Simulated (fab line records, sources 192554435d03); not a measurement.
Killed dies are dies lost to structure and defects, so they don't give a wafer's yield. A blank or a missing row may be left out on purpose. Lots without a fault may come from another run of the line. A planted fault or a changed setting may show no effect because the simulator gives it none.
Chamber matching | flow n5_finfet | N5_SD_EPI_N_SD_RECESS_17 on rie_si-02: 4 sister chambers
The step chemistry HBr/Cl2/O2, target depth 41 nm, time 23.7 s, bt time 3 s. 14 wafers are shown with their chamber, then 7 later ones without.

WAFERS WITH THEIR CHAMBER
wafer  | chamber | drypump_motor_current_A (A) | throttle_valve_pct (%) | he_backside_leak_sccm (sccm)
L076.1 | 1       | 6.5                         | 36.5                   | 2.46
L076.5 | 0       | 5.0                         | 36.8                   | 2.96
L076.6 | 1       | 6.5                         | 36.5                   | 2.47
L077.2 | 3       | 5.9                         | 36.7                   | 2.87
L077.3 | 1       | 6.4                         | 36.5                   | 3.12
L077.6 | 3       | 5.9                         | 36.7                   | 3.04
L078.1 | 0       | 5.0                         | 36.8                   | 2.86
L078.2 | 1       | 6.4                         | 36.5                   | 2.39
L078.4 | 2       | 6.0                         | 37.6                   | 2.39
L083.1 | 2       | 6.0                         | 37.6                   | 2.26
L083.4 | 1       | 6.4                         | 36.5                   | 2.44
L083.5 | 2       | 6.0                         | 37.5                   | 2.26
L086.3 | 3       | 5.9                         | 37.2                   | 2.67
L086.4 | 2       | 6.0                         | 37.6                   | 2.24

SIGNATURES (means of the wafers above)
reading                 | chamber 0 | chamber 1 | chamber 2 | chamber 3 | scatter within a chamber
drypump_motor_current_A | 5.000     | 6.440     | 6.000     | 5.900     | 0.0346
throttle_valve_pct      | 36.800    | 36.500    | 37.575    | 36.867    | 0.132
he_backside_leak_sccm   | 2.9100    | 2.5760    | 2.2875    | 2.8600    | 0.215
Rule: a wafer's distance from a chamber is the root of the sum, over the readings, of the square of ((its reading less the chamber's mean) divided by the reading's scatter). The wafer belongs to the nearest chamber; if the next one is less than 2 further off, it can't be placed. The scatter: the root of (the sum of the squares of (reading less its chamber's mean) over the shown wafers, divided by (wafers less chambers)).

WAFERS WITHOUT THEIR CHAMBER
wafer  | drypump_motor_current_A (A) | throttle_valve_pct (%) | he_backside_leak_sccm (sccm)
L086.5 | 6.0                         | 37.6                   | 2.27
L089.3 | 6.0                         | 37.6                   | 2.28
L089.5 | 5.0                         | 36.8                   | 2.89
L089.6 | 5.9                         | 37.3                   | 2.71
L093.1 | 5.0                         | 36.8                   | 2.82
L093.3 | 6.4                         | 36.5                   | 2.39
L093.4 | 6.0                         | 37.6                   | 2.29

WHICH CHAMBER EACH WENT THROUGH
wafer  | from the rows above     | in truth
L086.5 | 2                       | 2
L089.3 | 2                       | 2
L089.5 | 0                       | 0
L089.6 | can't be placed: 3 or 2 | 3
L093.1 | 0                       | 0
L093.3 | 1                       | 1
L093.4 | 2                       | 2
Placed correctly: 6 of 7. Can't be placed from these rows: 1 (the true chamber is among the candidates in 1). Placed wrongly: 0.
